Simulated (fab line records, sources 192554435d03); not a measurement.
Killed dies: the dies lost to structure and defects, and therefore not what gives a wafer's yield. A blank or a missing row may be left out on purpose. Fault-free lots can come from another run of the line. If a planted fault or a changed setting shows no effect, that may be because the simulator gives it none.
Split-lot trial    flow n5_finfet    21 wafers read from 7 lots, route of 1938 steps

ABOUT THE SPLIT
At N5_BEOL_M14_DEP_53 (deposits SiCN from 3MS/NH3, target thk 50 nm, time 17.8 s), the setting time_s was moved away from the recipe's 17.8 s on 7 of the 21 wafers read, by -5.1% to +10.8%. All remaining wafers had this setting at the recipe value.

Reading taken at the split's own step.

THE READING
SiCN_of_BEOL_M14_DEP_53.thk_nm (the simulator's own value, which no gauge read), in nm, at N5_BEOL_M14_DEP_53 (deposits SiCN from 3MS/NH3, target thk 50 nm, time 17.8 s). The file gives no usual value for it. The 14 wafers here that ran the recipe average 49.8 nm, standard deviation 0.56 nm.

wafer   tool, chamber at the split  time_s as run, s  against the recipe  SiCN_of_BEOL_M14_DEP_53.thk_nm, nm  against lot-mates on the recipe
L075.1  pecvd-01, 2                 17.8              recipe              49.6                                -
L075.3  pecvd-01, 1                 17.8              recipe              49.8                                -
L075.4  pecvd-01, 0                 19.7              +10.7%              55.4                                +5.7
L083.1  pecvd-04, 1                 17.8              recipe              49.4                                -
L083.3  pecvd-04, 2                 17.8              recipe              49.6                                -
L083.4  pecvd-04, 0                 17.01             -4.4%               47.6                                -1.9
L085.1  pecvd-03, 2,0               16.89             -5.1%               46.8                                no lot-mate on the recipe
L085.3  pecvd-03, 2,0               16.89             -5.1%               46.8                                no lot-mate on the recipe
L085.4  pecvd-03, 1                 16.89             -5.1%               47.8                                no lot-mate on the recipe
L088.1  pecvd-03, 0                 17.8              recipe              49.4                                -
L088.3  pecvd-03, 1                 17.8              recipe              49.2                                -
L088.6  pecvd-03, 1                 17.8              recipe              50                                  -
L091.1  pecvd-01, 2                 17.8              recipe              49.2                                -
L091.4  pecvd-01, 1                 17.8              recipe              50.4                                -
L091.5  pecvd-01, 2                 17.8              recipe              49.8                                -
L095.3  pecvd-01, 1                 19.72             +10.8%              54                                  +4.8
L095.4  pecvd-01, 2                 19.72             +10.8%              55                                  +5.8
L095.6  pecvd-01, 1                 17.8              recipe              49.2                                -
L096.1  pecvd-04, 2                 17.8              recipe              50.4                                -
L096.5  pecvd-04, 2                 17.8              recipe              51.2                                -
L096.6  pecvd-04, 0                 17.8              recipe              50.2                                -
When a row names more than one chamber, that row covers several wafers, and the file does not tell which wafer ran in which chamber.

FIT RESULTS
A straight line over all 21 wafers: SiCN_of_BEOL_M14_DEP_53.thk_nm changes by +0.478 nm for each +1% of time_s; r = +0.97; the points scatter about the line by 0.58 nm.
The same after taking each lot's own level away (the mean of its wafers on the recipe; 18 wafers): +0.499 nm for each +1%; r = +0.99; scatter 0.39 nm.
On that fit, the largest move of time_s shifts the reading by 5.4 nm.
The lots' own levels span 49.20 to 50.60 nm, that is 2.5 times the standard deviation above.
The two slopes agree, so the slope changes little with the lot-to-lot level.
Check: for one of the wafers moved furthest among these (+10.8%), held out of the fit, the line's prediction against its lot-mates is +5.7 nm. Against them it came out at +4.8 nm.

THE OTHER SPLITS THESE WAFERS WENT THROUGH
Before the reading, these wafers also passed through other splits. Each is held against what the fit with the lots' levels taken away leaves over:
other split on the same wafers     wafers away from the commonest value  r with SiCN_of_BEOL_M14_DEP_53.thk_nm (lot level and that fit taken away)
N5_BEOL_M11_CURE_72 time_s         7                                     +0.05
N5_BEOL_M12_CMP_49 down_force_psi  4                                     +0.39
N5_BEOL_M13_ETCH_68 time_s         8                                     +0.09
N5_BEOL_M13_TRENCH_ETCH_34 time_s  5                                     -0.16

FILE'S OWN FIT
SiCN_of_BEOL_M14_DEP_53.thk_nm changes by +0.506 nm for each +1% of time_s, r = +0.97.
